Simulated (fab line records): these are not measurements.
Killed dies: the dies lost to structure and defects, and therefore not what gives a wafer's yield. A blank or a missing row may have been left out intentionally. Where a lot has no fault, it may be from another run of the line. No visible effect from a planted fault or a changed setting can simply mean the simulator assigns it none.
fab line records	flow nand-harc	part 1 of 2: steps 1 to 24 of 32
[record] lots = 5	wafers = 15	last-day = 32
route steps=1302 shown A_BLC@1126 A_M0@1137
lots with no fault: from the same line, run without faults
start-h: start of the lot's first displayed wafer, in hours after the record's first day	wait-h: hours elapsed since this lot's preceding step	" repeats the value in the row above	L1.1+2: a row that stands for several wafers	- no value, or no start was given	* or withheld: withheld	< > ~ a bound
route shown NAME@n: names a module that has steps shown in the file, with the first one's number in the route	usual: mean and standard deviation over wafers with no fault	same: alike in all rows	chamber/n: place in a boat	sites: the reading at each site	_std_site: the values' standard deviation	_edge_site: mean of outer sites minus mean of inner sites	radius-mm: how far each site lies from the wafer's centre	mask NAME#n: copy n	behind: tool/chamber where the wafer was last shaped	hold: why the lot went on hold/how many hours it stayed there/how the hold came to an end	device: transistor that didn't switch, given as n, p or np	end of line: the same wafers' tests at the end of the route	step lacking rows: just its recipe	killed: not the wafer's yield, but the dies lost to structure and defects at the first sort	map: the dies of a wafer, with x for killed, . for not killed, _ for no die there
set.NAME: setting as actually run; set.NAME@STEP: the setting as run at that earlier step	model.NAME: the simulator's own value behind a step, which no gauge read
certain route steps with their lots: each step a table, each wafer a row
services: from which hour (start-h, from the record's first day; less than 0 if before it) a tool's chamber was out of use, for how many hours, and why
[[steps]]
[step NHARC_A_BLC_STRIP_21]
[recipe] o2-flow-sccm = 500	ar-flow-sccm = 0	bias-w = 0	chemistry = O2
[usual] drypump-motor-current-A = 5.6/0.45	oes-product-au = 1.000/0.012	rf-vpp-V = 57.9/0.97	showerhead-plenum-p-Torr = 3.57/0.13	throttle-valve-pct = 17.035/0.0092
lot.wafer	tool	chamber	start-h	wait-h	drypump-motor-current-A	oes-product-au	rf-hours-counter-h	rf-vpp-V	showerhead-plenum-p-Torr	throttle-valve-pct
L074.1	rie-diel-03	3	524.87	0.1	5.5	1.006	5	58.0	3.64	17.032
L074.3	"	0	"	"	5.9	1.013	5	58.9	3.66	17.027
L074.6	"	2	"	"	5.2	0.977	-	58.2	3.73	17.032
L076.4	rie-diel-12	2	542.15	0.1	5.6	1.014	-	58.7	3.58	17.035
L076.6	"	3	"	"	5.1	1.022	-	56.1	3.34	17.039
L076.5	"	1	"	"	5.1	1.020	-	60.2	3.76	17.048
L082.3	rie-diel-03	3	596.24	0.1	5.4	0.995	10	59.4	3.64	17.035
L082.2	"	0	"	"	6.0	1.022	9	56.4	3.66	17.030
L082.1	"	1	"	"	5.0	0.997	10	58.7	3.44	17.029
L085.2	rie-diel-03	3	621.80	0.1	5.4	1.005	11	57.2	3.64	17.037
L085.1	"	0	"	"	6.0	1.017	10	57.8	3.66	17.051
L085.6	"	3	"	"	5.4	1.007	-	59.8	3.64	17.034
L095.2	rie-diel-06	3	733.81	0.1	5.9	1.002	7	58.5	3.46	17.037
L095.1	"	0	"	"	5.9	0.984	7	57.3	3.57	17.026
L095.3	"	2	"	"	6.7	1.006	4	56.7	3.36	17.031
[step NHARC_A_BLC_STRIP_22]
[recipe] time-s = 600	temp-c = 30	chemistry = post-etch-residue-remover
lot.wafer	tool	chamber	start-h	wait-h
L074.3+6+1	wet-bench-05	5,6,7	525.00	-
L076.4+6+5	wet-bench-07	7,1,2	542.29	-
L082.2+3+1	wet-bench-05	6,7,2	596.39	-
L085.2+6+1	wet-bench-03	0,3,4	621.95	-
L095.1+3+2	wet-bench-03	2,4,5	733.97	-
[step NHARC_A_BLC_DEGAS_30]
[recipe] temp-c = 300	time-s = 60
[usual] heater-power-w = 481/42	susceptor-temp-C = 299.97/0.18
lot.wafer	tool	chamber	start-h	wait-h	heater-power-w	susceptor-temp-C
L074.1	pvd-sputter-01	-	525.27	-	542	300.08
L074.3	"	-	"	"	496	299.85
L074.6	"	-	"	"	498	300.17
L076.4	pvd-sputter-01	-	542.56	-	541	299.96
L076.6	"	-	"	"	512	299.55
L076.5	"	-	"	"	503	299.96
L082.3	pvd-sputter-02	-	596.66	-	468	299.86
L082.2	"	-	"	"	439	299.94
L082.1	"	-	"	"	472	299.94
L085.1	pvd-sputter-02	-	622.22	-	537	300.13
L085.2	"	-	"	"	435	299.95
L085.6	"	-	"	"	529	300.14
L095.3	pvd-sputter-02	-	734.23	-	442	-
L095.2	"	-	"	"	470	-
L095.1	"	-	"	"	508	-
[step NHARC_A_BLC_PRE_CLEAN_31]
[recipe] time-s = 15	bias-v = 250	gas = Ar
lot.wafer	tool	chamber	start-h	wait-h
L074.1+3+6	pvd-sputter-01	-	-	-
L076.4+5+6	pvd-sputter-01	-	-	-
L082.2+1+3	pvd-sputter-02	-	-	-
L085.2+1+6	pvd-sputter-02	-	-	-
L095.1+2+3	pvd-sputter-02	-	-	-
[step NHARC_A_BLC_PVD_32]
[recipe] target-thk-a = 50	chamber-pressure-pa = 5	power-w = 5000	substrate-temp-c = 200	time-s = 17.7	material = Ti
[usual] chamber-pressure-pa = 5.000/0.011	throttle-valve-pct = 30.3/0.92
lot.wafer	tool	chamber	start-h	wait-h	chamber-pressure-pa	throttle-valve-pct
L074.1	pvd-sputter-01	-	-	-	5.008	28.9
L074.3	"	-	"	"	5.012	30.4
L074.6	"	-	"	"	4.991	32.1
L076.4	pvd-sputter-01	-	-	-	4.982	30.9
L076.5	"	-	"	"	5.010	28.9
L076.6	"	-	"	"	4.994	30.6
L082.2	pvd-sputter-02	-	-	-	5.017	29.0
L082.3	"	-	"	"	4.982	30.8
L082.1	"	-	"	"	5.012	29.3
L085.1	pvd-sputter-02	-	-	-	4.997	29.4
L085.2	"	-	"	"	4.989	30.6
L085.6	"	-	"	"	5.002	29.2
L095.2	pvd-sputter-02	-	-	-	5.006	29.6
L095.3	"	-	"	"	5.009	27.9
L095.1	"	-	"	"	5.008	30.5
[step NHARC_A_BLC_ALD_23]
[recipe] target-thk-a = 30	pulse-time-s = 1	ald-cycles = 150	temp-c = 450	material = TiN
[usual] heater-power-w = 1087/100	precursor-pulse-height-rel = 1.003/0.021	susceptor-temp-C = 450.01/0.24
[same] pulse-time-s = 1
lot.wafer	tool	chamber	start-h	wait-h	heater-power-w	precursor-pulse-height-rel	susceptor-temp-C
L074.1	ald-metal-03	1	525.53	-	1003	0.960	450.02
L074.3	"	2	"	"	1073	0.999	449.87
L074.6	"	0	"	"	894	0.986	449.74
L076.4	ald-metal-02	3	542.87	-	915	0.991	450.19
L076.5	"	0	"	"	1060	1.040	450.08
L076.6	"	1	"	"	1153	1.002	450.44
L082.3	ald-metal-01	0	596.92	-	1098	0.989	449.91
L082.1	"	1	"	"	1044	0.961	450.09
L082.2	"	2	"	"	1100	1.002	450.16
L085.1	ald-metal-01	0	622.45	-	1102	0.999	450.17
L085.2	"	2	"	"	1083	0.986	449.90
L085.6	"	0	"	"	1094	0.982	449.62
L095.2	ald-metal-03	3	734.52	-	1311	0.997	450.10
L095.3	"	0	"	"	904	0.991	450.60
L095.1	"	1	"	"	973	1.008	449.88
[step NHARC_A_BLC_CVD_24]
[recipe] target-thk-a = 1500	temp-c = 300	pressure-torr = 40	wf6-flow-sccm = 40	h2-flow-sccm = 1600	ar-flow-sccm = 1560	time-s = 434	material = W
[usual] heater-power-w = 480/25	susceptor-temp-C = 299.97/0.18	throttle-valve-pct = 8.0/0.35
lot.wafer	tool	chamber	start-h	wait-h	heater-power-w	susceptor-temp-C	throttle-valve-pct
L074.1	cvd-w-01	1	-	-	438	299.95	7.9
L074.3	"	1	"	"	437	300.11	7.6
L074.6	"	1	"	"	430	299.95	7.5
L076.4	cvd-w-02	1	-	-	491	299.95	8.3
L076.6	"	1	"	"	500	299.99	8.1
L076.5	"	0	"	"	493	299.98	7.4
L082.2	cvd-w-01	1	-	-	439	300.21	7.8
L082.1	"	0	"	"	499	300.22	8.1
L082.3	"	1	"	"	424	300.24	7.6
L085.2	cvd-w-02	1	-	-	491	299.44	8.8
L085.1	"	0	"	"	502	299.88	7.6
L085.6	"	1	"	"	503	299.73	8.2
L095.1	cvd-w-02	1	-	-	474	300.17	8.5
L095.2	"	1	"	"	473	300.03	8.1
L095.3	"	1	"	"	498	299.92	8.1
[step NHARC_A_BLC_CMP_25]
[recipe] t-overpolish-s = 30	target-thk-nm = 150
[usual] motor-current-A = 11.4/1	overpolish-run-s = 30.000/0.01	time-to-endpoint-s = 29/3.5
lot.wafer	tool	chamber	start-h	wait-h	motor-current-A	overpolish-run-s	time-to-endpoint-s
L074.1	cmp-01	1	526.25	0.5	12.1	29.996	35
L074.3	"	2	"	"	11.5	29.985	29
L074.6	"	2	"	"	12.4	29.987	30
L076.4	cmp-04	3	543.61	0.4	12.1	30.005	22
L076.6	"	0	"	"	9.2	30.010	31
L076.5	"	1	"	"	12.8	29.975	29
L082.3	cmp-04	0	597.64	0.3	9.1	30.004	31
L082.1	"	2	"	"	11.3	29.996	33
L082.2	"	3	"	"	11.2	30.020	25
L085.1	cmp-04	2	623.19	0.4	11.3	30.006	32
L085.2	"	0	"	"	9.7	30.001	32
L085.6	"	2	"	"	11.1	29.991	31
L095.1	cmp-03	2	736.73	0.8	11.2	29.982	32
L095.3	"	3	"	"	10.8	29.996	30
L095.2	"	1	"	"	11.3	30.009	29
[step NHARC_A_BLC_SRD_27]
lot.wafer	tool	chamber	start-h	wait-h
L074.3+6+1	wet-bench-07	2,4,5	526.57	0.0
L076.6+5+4	wet-bench-05	3,4,6	543.86	0.0
L082.2+1+3	wet-bench-07	5,6,7	597.96	0.0
L085.2+1+6	wet-bench-05	1,5,6	623.51	0.0
L095.1+3+2	wet-bench-03	0,3,4	737.05	0.0
[step NHARC_A_BLC_INSPECT_28]
[usual] raw-defect-count = 551/130
lot.wafer	tool	chamber	start-h	wait-h	raw-defect-count
L074.1	defect-inspect-01	-	526.65	0.1	511
L074.3	"	-	"	"	665
L074.6	"	-	"	"	532
L076.4	defect-inspect-02	-	543.94	0.1	388
L076.5	"	-	"	"	407
L076.6	"	-	"	"	548
L082.1	defect-inspect-01	-	598.04	0.1	511
L082.2	"	-	"	"	433
L082.3	"	-	"	"	455
L085.1	defect-inspect-01	-	623.59	0.1	670
L085.2	"	-	"	"	480
L085.6	"	-	"	"	594
L095.1	defect-inspect-02	-	737.13	0.1	642
L095.2	"	-	"	"	535
L095.3	"	-	"	"	688
[step NHARC_A_M0_DEP_00]
[recipe] target-thk-a = 1500	target-thk-nm = 150	temp-c = withheld	pressure-torr = 5	flow-sccm = 200	rf-w = 600	material = SiOC
[usual] showerhead-vpp-V = 1506/67
lot.wafer	tool	chamber	start-h	wait-h	showerhead-vpp-V
L074.3	pecvd-02	2	526.72	0.1	1459
L074.1	"	1	"	"	1430
L074.6	"	0	"	"	1463
L076.4	pecvd-04	0	544.14	0.2	1536
L076.5	"	1	"	"	1496
L076.6	"	2	"	"	1510
L082.2	pecvd-04	0	598.10	0.1	1572
L082.3	"	1	"	"	1463
L082.1	"	2	"	"	1483
L085.1	pecvd-03	0	623.65	0.1	1657
L085.2	"	2	"	"	1599
L085.6	"	0	"	"	1654
L095.1	pecvd-04	2	737.19	0.1	1477
L095.2	"	1	"	"	1481
L095.3	"	2	"	"	1473
[step NHARC_A_M0_DEHYDRATE_01]
[recipe] temp-c = 150	time-s = 120
[usual] exhaust-pa = 44.8/0.87	plate-temp-C = 150.01/0.16
lot.wafer	tool	chamber	start-h	wait-h	exhaust-pa	plate-temp-C
L074.1	litho-track-06	0	527.12	-	46.0	149.92
L074.3	"	0	"	"	44.3	149.95
L074.6	"	0	"	"	43.9	149.88
L076.4	litho-track-01	0	544.41	-	45.3	150.20
L076.5	"	0	"	"	45.5	150.03
L076.6	"	0	"	"	45.3	150.06
L082.1	litho-track-04	0	598.51	-	43.8	150.18
L082.2	"	0	"	"	43.3	149.82
L082.3	"	0	"	"	43.5	150.12
L085.1	litho-track-01	0	624.05	-	45.0	149.79
L085.2	"	0	"	"	44.1	149.61
L085.6	"	0	"	"	44.9	149.74
L095.1	litho-track-01	0	737.73	0.5	43.7	150.10
L095.2	"	0	"	"	43.7	150.10
L095.3	"	0	"	"	41.8	150.17
[step NHARC_A_M0_HMDS_02]
[recipe] time-s = 30
[usual] exhaust-pa = 45.0/0.85
lot.wafer	tool	chamber	start-h	wait-h	exhaust-pa
L074.1	litho-track-06	0	-	-	44.3
L074.3	"	0	"	"	44.2
L074.6	"	0	"	"	44.7
L076.4	litho-track-01	0	-	-	44.9
L076.5	"	0	"	"	45.0
L076.6	"	0	"	"	46.9
L082.1	litho-track-04	0	-	-	45.2
L082.2	"	0	"	"	45.9
L082.3	"	0	"	"	46.2
L085.1	litho-track-01	0	-	-	46.4
L085.2	"	0	"	"	45.2
L085.6	"	0	"	"	44.8
L095.1	litho-track-01	0	-	-	43.1
L095.2	"	0	"	"	45.4
L095.3	"	0	"	"	46.1
[step NHARC_A_M0_COAT_33]
[recipe] temp-c = 200	time-s = 65
[usual] exhaust-pa = 44.9/1.1	plate-temp-C = 199.98/0.15
lot.wafer	tool	chamber	start-h	wait-h	exhaust-pa	plate-temp-C
L074.1	litho-track-06	0	-	-	43.9	199.98
L074.3	"	0	"	"	44.5	200.03
L074.6	"	0	"	"	45.4	200.22
L076.4	litho-track-01	0	-	-	44.0	200.14
L076.5	"	0	"	"	44.9	200.13
L076.6	"	0	"	"	44.9	199.81
L082.1	litho-track-04	0	-	-	44.7	199.86
L082.2	"	0	"	"	43.7	200.10
L082.3	"	0	"	"	44.1	200.06
L085.1	litho-track-01	0	-	-	45.8	199.68
L085.2	"	0	"	"	45.7	199.95
L085.6	"	0	"	"	45.6	200.08
L095.1	litho-track-01	0	-	-	44.2	200.03
L095.2	"	0	"	"	44.0	199.94
L095.3	"	0	"	"	44.9	200.08
[step NHARC_A_M0_COAT_03]
[recipe] spin-rpm = 1500	resist-thk-nm = 90
[usual] exhaust-pa = 44.9/0.92
lot.wafer	tool	chamber	start-h	wait-h	exhaust-pa
L074.1	litho-track-06	0	-	-	46.8
L074.3	"	0	"	"	46.1
L074.6	"	0	"	"	47.1
L076.4	litho-track-01	0	-	-	43.7
L076.5	"	0	"	"	43.5
L076.6	"	0	"	"	43.0
L082.1	litho-track-04	0	-	-	45.8
L082.2	"	0	"	"	45.9
L082.3	"	0	"	"	45.3
L085.1	litho-track-01	0	-	-	43.0
L085.2	"	0	"	"	45.7
L085.6	"	0	"	"	44.6
L095.1	litho-track-01	0	-	-	44.8
L095.2	"	0	"	"	43.8
L095.3	"	0	"	"	44.0
[step NHARC_A_M0_SOFTBAKE_04]
[recipe] temp-c = 105	time-s = 55
[usual] exhaust-pa = 45.0/0.98	plate-temp-C = 105.01/0.12
lot.wafer	tool	chamber	start-h	wait-h	exhaust-pa	plate-temp-C
L074.1	litho-track-06	0	-	-	46.2	105.03
L074.3	"	0	"	"	45.7	105.09
L074.6	"	0	"	"	45.8	104.88
L076.4	litho-track-01	0	-	-	47.3	104.96
L076.5	"	0	"	"	46.0	104.90
L076.6	"	0	"	"	45.2	105.02
L082.1	litho-track-04	0	-	-	46.1	104.88
L082.2	"	0	"	"	45.7	104.87
L082.3	"	0	"	"	45.7	104.86
L085.1	litho-track-01	0	-	-	45.0	105.03
L085.2	"	0	"	"	45.6	105.04
L085.6	"	0	"	"	44.9	105.19
L095.1	litho-track-01	0	-	-	46.3	105.07
L095.2	"	0	"	"	45.5	104.87
L095.3	"	0	"	"	44.5	104.88
[step NHARC_A_M0_EBR_05]
[usual] exhaust-pa = 44.7/0.82
lot.wafer	tool	chamber	start-h	wait-h	exhaust-pa
L074.1	litho-track-06	0	-	-	45.0
L074.3	"	0	"	"	45.1
L074.6	"	0	"	"	44.4
L076.4	litho-track-01	0	-	-	44.2
L076.5	"	0	"	"	46.1
L076.6	"	0	"	"	46.2
L082.1	litho-track-04	0	-	-	43.0
L082.2	"	0	"	"	43.4
L082.3	"	0	"	"	44.8
L085.1	litho-track-01	0	-	-	43.7
L085.2	"	0	"	"	45.4
L085.6	"	0	"	"	45.3
L095.1	litho-track-01	0	-	-	46.3
L095.2	"	0	"	"	45.5
L095.3	"	0	"	"	45.5
[step NHARC_A_M0_EXPOSE_06]
[recipe] na = 1.35	target-cd-nm = 80	dose-mj = 83.25	mask-id = A_M0
[usual] exposure-dose-mJ-cm2 = 83.23/0.079
lot.wafer	tool	chamber	start-h	wait-h	mask	exposure-dose-mJ-cm2
L074.1	arfi-scanner-02	0	527.28	-	A_M0#0	83.17
L074.3	"	0	"	"	A_M0#0	83.12
L074.6	"	0	"	"	A_M0#0	83.20
L076.4	arfi-scanner-02	0	544.71	-	A_M0#0	83.20
L076.5	"	0	"	"	A_M0#0	83.17
L076.6	"	0	"	"	A_M0#0	83.16
L082.1	arfi-scanner-02	0	598.80	-	A_M0#0	83.25
L082.2	"	0	"	"	A_M0#0	83.27
L082.3	"	0	"	"	A_M0#0	83.31
L085.1	arfi-scanner-03	0	624.22	-	A_M0#0	83.27
L085.2	"	0	"	"	A_M0#0	83.15
L085.6	"	0	"	"	A_M0#0	83.18
L095.1	arfi-scanner-02	0	738.02	-	A_M0#0	83.19
L095.2	"	0	"	"	A_M0#0	83.15
L095.3	"	0	"	"	A_M0#0	83.25
[step NHARC_A_M0_PEB_07]
[recipe] peb-temp-c = 100	peb-time-s = 65
[usual] exhaust-pa = 45.2/0.91	plate-temp-C = 100.02/0.13
lot.wafer	tool	chamber	start-h	wait-h	exhaust-pa	plate-temp-C
L074.1	litho-track-01	0	527.34	0.1	44.1	100.04
L074.3	"	0	"	"	43.1	100.18
L074.6	"	0	"	"	44.9	99.88
L076.4	litho-track-06	0	544.76	0.0	44.9	99.87
L076.5	"	0	"	"	45.4	99.85
L076.6	"	0	"	"	45.9	99.86
L082.1	litho-track-06	0	598.86	0.1	45.2	99.92
L082.2	"	0	"	"	45.5	100.04
L082.3	"	0	"	"	45.4	100.00
L085.1	litho-track-01	0	624.28	0.1	44.9	100.08
L085.2	"	0	"	"	45.1	100.18
L085.6	"	0	"	"	45.4	100.04
L095.1	litho-track-04	0	738.08	0.1	46.1	100.21
L095.2	"	0	"	"	45.1	99.96
L095.3	"	0	"	"	43.7	100.02
[step NHARC_A_M0_DEVELOP_08]
[recipe] develop-time-s = 35	dev-temp-c = 23
[usual] exhaust-pa = 45.1/0.97
lot.wafer	tool	chamber	start-h	wait-h	exhaust-pa
L074.1	litho-track-01	0	-	-	44.3
L074.3	"	0	"	"	45.0
L074.6	"	0	"	"	43.1
L076.4	litho-track-06	0	-	-	44.6
L076.5	"	0	"	"	44.3
L076.6	"	0	"	"	44.0
L082.1	litho-track-06	0	-	-	45.4
L082.2	"	0	"	"	45.1
L082.3	"	0	"	"	44.8
L085.1	litho-track-01	0	-	-	45.3
L085.2	"	0	"	"	46.0
L085.6	"	0	"	"	45.7
L095.1	litho-track-04	0	-	-	47.4
L095.2	"	0	"	"	47.1
L095.3	"	0	"	"	46.2
[step NHARC_A_M0_CD_MEAS_09]
[recipe] target-cd-nm = 80	landing-energy-ev = 500
[usual] cd-nm = 80.2/0.83
lot.wafer	tool	chamber	start-h	wait-h	cd-nm
L074.1	cd-sem-01	0	527.42	-	80.2
L074.3	"	0	"	"	81.4
L074.6	"	0	"	"	81.3
L076.4	cd-sem-02	0	544.85	-	79.9
L076.5	"	0	"	"	81.2
L076.6	"	0	"	"	79.9
L082.1	cd-sem-02	0	598.94	-	80.6
L082.2	"	0	"	"	80.7
L082.3	"	0	"	"	78.9
L085.1	cd-sem-03	0	624.36	-	79.8
L085.2	"	0	"	"	80.4
L085.6	"	0	"	"	79.7
L095.1	cd-sem-02	0	738.16	-	80.3
L095.2	"	0	"	"	80.4
L095.3	"	0	"	"	81.5
[step NHARC_A_M0_OVL_MEAS_10]
[recipe] pitch-nm = 160
[usual] overlay-x-nm = 0.3/0.84	overlay-y-nm = -0.2/0.91
lot.wafer	tool	chamber	start-h	wait-h	overlay-x-nm	overlay-y-nm
L074.1	overlay-01	-	527.51	-	-1.0	-1.9
L074.3	"	-	"	"	-0.6	-2.1
L074.6	"	-	"	"	-0.6	-1.1
L076.4	overlay-02	-	544.93	-	0.1	-0.2
L076.5	"	-	"	"	0.4	-0.8
L076.6	"	-	"	"	0.2	0.0
L082.1	overlay-01	-	599.03	-	-0.2	0.9
L082.2	"	-	"	"	-0.6	0.8
L082.3	"	-	"	"	-0.6	0.8
L085.1	overlay-01	-	624.44	-	0.5	0.1
L085.2	"	-	"	"	0.8	0.0
L085.6	"	-	"	"	0.4	-0.4
L095.1	overlay-01	-	738.25	-	0.2	-0.3
L095.2	"	-	"	"	0.9	-0.2
L095.3	"	-	"	"	0.6	-0.6
[step NHARC_A_M0_INSPECT_11]
[usual] raw-defect-count = 91/30
lot.wafer	tool	chamber	start-h	wait-h	raw-defect-count
L074.1	defect-inspect-01	-	527.55	0.0	60
L074.3	"	-	"	"	69
L074.6	"	-	"	"	56
L076.4	defect-inspect-02	-	544.96	0.0	121
L076.5	"	-	"	"	112
L076.6	"	-	"	"	114
L082.1	defect-inspect-01	-	599.06	0.0	37
L082.2	"	-	"	"	37
L082.3	"	-	"	"	40
L085.1	defect-inspect-02	-	624.48	0.0	104
L085.2	"	-	"	"	92
L085.6	"	-	"	"	92
L095.1	defect-inspect-02	-	738.29	0.0	17
L095.2	"	-	"	"	23
L095.3	"	-	"	"	22
[step NHARC_A_M0_DESCUM_14]
[recipe] time-s = 3	o2-flow-sccm = 200	ar-flow-sccm = 0	bias-power-w = 0	chemistry = O2
[usual] drypump-motor-current-A = 5.9/0.47	oes-product-au = 1.002/0.011	rf-vpp-V = 57.5/0.87	showerhead-plenum-p-Torr = 1.83/0.073	throttle-valve-pct = 11.311/0.0093
lot.wafer	tool	chamber	start-h	wait-h	drypump-motor-current-A	oes-product-au	rf-hours-counter-h	rf-vpp-V	showerhead-plenum-p-Torr	throttle-valve-pct
L074.3	rie-diel-08	0	527.62	0.1	6.0	1.006	5.6	56.5	1.79	11.303
L074.1	"	2	"	"	5.4	0.983	7.2	58.5	1.92	11.313
L074.6	"	3	"	"	5.9	0.991	-	57.1	1.79	11.316
L076.4	rie-diel-13	2	545.05	0.1	6.3	1.009	0.5	55.7	1.79	11.316
L076.5	"	3	"	"	6.5	0.990	-	56.4	1.78	11.300
L076.6	"	0	"	"	5.0	1.016	-	58.1	1.81	11.316
L082.2	rie-diel-08	2	599.13	0.1	5.4	0.984	1.1	57.3	1.92	11.312
L082.1	"	0	"	"	6.0	0.998	2.4	57.8	1.78	11.304
L082.3	"	1	"	"	6.2	1.014	2.3	57.0	1.77	11.323
L085.1	rie-diel-13	3	624.54	0.1	6.5	0.988	5.7	57.0	1.78	11.299
L085.2	"	0	"	"	5.0	0.990	6.5	56.6	1.81	11.312
L085.6	"	0	"	"	5.0	1.006	-	56.2	1.81	11.324
L095.1	rie-diel-08	2	738.35	0.1	5.4	0.989	0.5	57.1	1.92	11.314
L095.3	"	3	"	"	5.9	0.986	0.6	57.8	1.79	11.313
L095.2	"	0	"	"	6.0	1.009	0.8	57.6	1.78	11.321
